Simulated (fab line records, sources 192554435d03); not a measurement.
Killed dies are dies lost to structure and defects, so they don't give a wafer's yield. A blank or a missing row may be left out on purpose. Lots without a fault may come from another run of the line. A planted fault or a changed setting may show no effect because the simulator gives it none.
Chamber matching | flow n5_finfet | N5_BEOL_M11_STRIP_19 on rie_diel-06: 4 sister chambers
The step strips in O2. 8 wafers are shown with their chamber, then 7 later ones without.

WAFERS WITH THEIR CHAMBER
wafer  | chamber | showerhead_plenum_p_Torr (Torr) | throttle_valve_pct (%)
L076.6 | 0       | 2.04                            | 16.68
L075.6 | 2       | 2.06                            | 16.92
L080.1 | 0       | 2.04                            | 16.64
L081.1 | 3       | 2.21                            | 16.68
L081.2 | 1       | 2.10                            | 16.07
L081.5 | 3       | 2.21                            | 16.67
L082.1 | 1       | 2.10                            | 16.10
L082.4 | 2       | 2.05                            | 16.94

WAFERS WITHOUT THEIR CHAMBER
wafer  | showerhead_plenum_p_Torr (Torr) | throttle_valve_pct (%)
L082.5 | 2.21                            | 16.69
L085.2 | 2.20                            | 16.70
L085.4 | 2.10                            | 16.11
L085.6 | 2.05                            | 16.96
L089.3 | 2.10                            | 16.12
L089.4 | 2.03                            | 16.72
L089.5 | 2.20                            | 16.72

WHICH CHAMBER EACH WENT THROUGH
wafer  | from the rows above | in truth
L082.5 | 3                   | 3
L085.2 | 3                   | 3
L085.4 | 1                   | 1
L085.6 | 2                   | 2
L089.3 | 1                   | 1
L089.4 | 0                   | 0
L089.5 | 3                   | 3
Placed correctly: 7 of 7. Can't be placed from these rows: 0. Placed wrongly: 0.
How it was worked out, from the rows above alone: a wafer's distance from a chamber is the root of the sum, over the readings, of the square of ((its reading less the chamber's mean) divided by the reading's scatter). The wafer belongs to the nearest chamber; if the next one is less than 2 further off, it can't be placed. A chamber's mean is the mean of its shown wafers. The scatter: the root of (the sum of the squares of (reading less its chamber's mean) over the shown wafers, divided by (wafers less chambers)).
